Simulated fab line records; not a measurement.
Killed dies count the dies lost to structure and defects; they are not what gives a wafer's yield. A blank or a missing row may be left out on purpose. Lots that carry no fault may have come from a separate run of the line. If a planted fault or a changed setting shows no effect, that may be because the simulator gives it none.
Matching of chambers -- flow n5-finfet -- rie-diel-04 running N5_PASSIVATION_ETCH_54: 3 sister chambers
The step etches SiO2 in CHF3/O2, target depth 880 nm, time 440 s. 3 wafers are shown with their chamber, then 7 later ones without.

== WAFERS, EACH WITH ITS CHAMBER ==
wafer,chamber,showerhead-plenum-p-Torr (Torr)
L943.4,3,2.36
L943.6,1,2.47
L944.2,0,2.52

== WAFERS MISSING THEIR CHAMBER ==
wafer,showerhead-plenum-p-Torr (Torr)
L944.3,2.36
L944.6,2.52
L956.2,2.35
L956.3,2.46
L958.2,2.50
L958.3,2.45
L958.5,2.45

== THE CHAMBER EACH PASSED THROUGH ==
wafer,from the rows above,in truth
L944.3,3,3
L944.6,0,0
L956.2,3,3
L956.3,1,1
L958.2,can't be placed: 0 or 1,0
L958.3,1,1
L958.5,1,1
Placed correctly: 6 of 7. These rows do not allow placing 1 (true chamber among the candidates in 1). Number placed wrongly: 0.
How it was worked out, from the rows above alone: a wafer's distance from a chamber is the root of the sum, over the readings, of the square of ((its reading less the chamber's mean) divided by the reading's scatter). If the next closest chamber is less than 2 further off than the closest, the wafer can't be placed; otherwise it belongs to the closest. The mean given for a chamber averages the wafers shown for that chamber. The scatter: with one shown wafer a chamber, the root of the mean of the squares of how far each hidden wafer lies from its nearest shown one.
